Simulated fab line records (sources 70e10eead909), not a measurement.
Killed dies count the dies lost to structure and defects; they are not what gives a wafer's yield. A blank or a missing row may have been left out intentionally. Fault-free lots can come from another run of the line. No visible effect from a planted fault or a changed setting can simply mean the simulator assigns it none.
Chamber matching + flow nand_harc + rie_diel-12 running NHARC_A_CHANNEL_FILL_D1_ETCHBACK_20: 3 sister chambers
The step etches the open film in C4F8/O2/Ar, target depth 27 nm, time 13.5 s. 3 wafers are shown with their chamber, then 4 later ones without.

== WAFERS PAIRED WITH THEIR CHAMBERS ==
| wafer  | chamber | rf_vpp_V (V) |
|--------|---------|--------------|
| L129.5 | 0       | 975          |
| L130.3 | 3       | 979          |
| L130.4 | 2       | 969          |

== WAFERS WHOSE CHAMBER IS MISSING ==
| wafer  | rf_vpp_V (V) |
|--------|--------------|
| L130.5 | 975          |
| L132.3 | 978          |
| L132.6 | 976          |
| L133.1 | 970          |

== WHICH CHAMBER EACH ONE RAN IN ==
| wafer  | from the rows above | in truth |
|--------|---------------------|----------|
| L130.5 | 0                   | 0        |
| L132.3 | 3                   | 3        |
| L132.6 | 0                   | 0        |
| L133.1 | 2                   | 2        |
4 of 4 placed correctly. Not placeable from these rows: 0. Number placed wrongly: 0.
How it was worked out, from the rows above alone: a wafer's distance from a chamber is the root of the sum, over the readings, of the square of ((its reading less the chamber's mean) divided by the reading's scatter). The wafer belongs to the nearest chamber; if the next one is less than 2 further off, it can't be placed. Each chamber's mean is taken over the wafers shown for it. The scatter: root of mean squared gap, hidden wafer to nearest shown wafer, with one shown wafer a chamber.
